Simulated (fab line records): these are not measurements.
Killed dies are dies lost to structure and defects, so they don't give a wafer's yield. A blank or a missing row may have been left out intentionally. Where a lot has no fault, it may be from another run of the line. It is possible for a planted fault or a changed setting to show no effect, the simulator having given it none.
Matching of chambers + flow nand harc + 4 sister chambers for NHARC_A_STAIRCASE_DESCUM_291 on rie diel-13
The step chemistry O2, time 3 s. 16 wafers are shown with their chamber, then 8 later ones without.

WAFERS PAIRED WITH THEIR CHAMBERS
| wafer  | chamber | drypump motor current A (A) | showerhead plenum p Torr (Torr) | oes product au (a.u.) |
|--------|---------|-----------------------------|---------------------------------|-----------------------|
| L077.2 | 2       | 5.6                         | 1.84                            | 1.006                 |
| L077.4 | 0       | 6.5                         | 1.87                            | 1.014                 |
| L077.6 | 3       | 5.2                         | 2.07                            | 1.007                 |
| L082.1 | 0       | 6.5                         | 1.86                            | 1.023                 |
| L082.3 | 3       | 5.3                         | 2.06                            | 1.009                 |
| L082.5 | 2       | 5.6                         | 1.83                            | 1.004                 |
| L084.3 | 3       | 5.3                         | 2.06                            | 0.989                 |
| L084.5 | 2       | 5.6                         | 1.83                            | 0.993                 |
| L084.6 | 1       | 4.8                         | 1.85                            | 0.980                 |
| L087.1 | 3       | 5.2                         | 2.05                            | 0.994                 |
| L087.5 | 1       | 4.8                         | 1.85                            | 0.991                 |
| L087.6 | 2       | 5.6                         | 1.83                            | 1.006                 |
| L090.2 | 2       | 5.6                         | 1.82                            | 1.000                 |
| L090.3 | 3       | 5.2                         | 2.05                            | 1.000                 |
| L090.6 | 0       | 6.5                         | 1.86                            | 1.001                 |
| L092.1 | 2       | 5.6                         | 1.82                            | 0.998                 |

SIGNATURES (means of the wafers above)
| reading                  | chamber 0 | chamber 1 | chamber 2 | chamber 3 | scatter within a chamber |
|--------------------------|-----------|-----------|-----------|-----------|--------------------------|
| drypump motor current A  | 6.500     | 4.800     | 5.600     | 5.240     | 0.0316                   |
| showerhead plenum p Torr | 1.8633    | 1.8500    | 1.8283    | 2.0580    | 0.00725                  |
| oes product au           | 1.01267   | 0.98550   | 1.00117   | 0.99980   | 0.00777                  |
Rule: for each reading, subtract the chamber's mean from the wafer's reading, divide by that reading's scatter and square the result; add these up over the readings and take the root, which gives the wafer's distance from the chamber. The wafer belongs to the nearest chamber; if the next one is less than 2 further off, it can't be placed. The scatter: take each reading less its chamber's mean, square it, sum over the shown wafers, divide by the number of wafers less the number of chambers, and take the root.

WAFERS MISSING THEIR CHAMBER
| wafer  | drypump motor current A (A) | showerhead plenum p Torr (Torr) | oes product au (a.u.) |
|--------|-----------------------------|---------------------------------|-----------------------|
| L092.5 | 6.5                         | 1.85                            | 0.994                 |
| L092.6 | 4.8                         | 1.84                            | 0.984                 |
| L093.2 | 6.5                         | 1.85                            | 0.984                 |
| L093.3 | 5.6                         | 1.82                            | 0.992                 |
| L093.5 | 6.5                         | 1.85                            | 0.998                 |
| L095.1 | 4.8                         | 1.84                            | 0.997                 |
| L095.4 | 6.5                         | 1.85                            | 1.000                 |
| L095.5 | 4.8                         | 1.84                            | 1.003                 |

EACH ONE'S CHAMBER
| wafer  | from the rows above | in truth |
|--------|---------------------|----------|
| L092.5 | 0                   | 0        |
| L092.6 | 1                   | 1        |
| L093.2 | 0                   | 0        |
| L093.3 | 2                   | 2        |
| L093.5 | 0                   | 0        |
| L095.1 | 1                   | 1        |
| L095.4 | 0                   | 0        |
| L095.5 | 1                   | 1        |
Correctly placed: 8 of 8. Can't be placed from these rows: 0. 0 placed wrongly.
